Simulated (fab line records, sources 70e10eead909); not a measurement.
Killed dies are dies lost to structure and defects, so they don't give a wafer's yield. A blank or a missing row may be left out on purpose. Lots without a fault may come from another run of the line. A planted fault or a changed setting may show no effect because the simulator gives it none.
Chamber matching | flow nand_harc | NHARC_A_STAIRCASE_ETCH_313 on rie_diel-13: 4 sister chambers
The step etches the open film in CF4/CHF3. 4 wafers are shown with their chamber, then 8 later ones without.

WAFERS WITH THEIR CHAMBER
wafer  | chamber | showerhead_plenum_p_Torr (Torr)
L082.6 | 1       | 1.48
L086.4 | 0       | 1.55
L086.5 | 2       | 1.46
L092.3 | 3       | 1.50

WAFERS WITHOUT THEIR CHAMBER
wafer  | showerhead_plenum_p_Torr (Torr)
L092.4 | 1.70
L092.6 | 1.54
L094.1 | 1.50
L094.3 | 1.69
L094.4 | 1.54
L097.2 | 1.69
L097.4 | 1.54
L097.5 | 1.69

WHICH CHAMBER EACH WENT THROUGH
wafer  | from the rows above               | in truth
L092.4 | can't be placed: 0 or 3 or 1 or 2 | 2
L092.6 | can't be placed: 0 or 3 or 1 or 2 | 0
L094.1 | can't be placed: 3 or 1 or 2 or 0 | 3
L094.3 | can't be placed: 0 or 3 or 1 or 2 | 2
L094.4 | can't be placed: 0 or 3 or 1 or 2 | 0
L097.2 | can't be placed: 0 or 3 or 1 or 2 | 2
L097.4 | can't be placed: 0 or 3 or 1 or 2 | 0
L097.5 | can't be placed: 0 or 3 or 1 or 2 | 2
Placed correctly: 0 of 8. Can't be placed from these rows: 8 (the true chamber is among the candidates in 8). Placed wrongly: 0.
How it was worked out, from the rows above alone: a wafer's distance from a chamber is the root of the sum, over the readings, of the square of ((its reading less the chamber's mean) divided by the reading's scatter). The wafer belongs to the nearest chamber; if the next one is less than 2 further off, it can't be placed. A chamber's mean is the mean of its shown wafers. The scatter: with one shown wafer a chamber, the root of the mean of the squares of how far each hidden wafer lies from its nearest shown one.
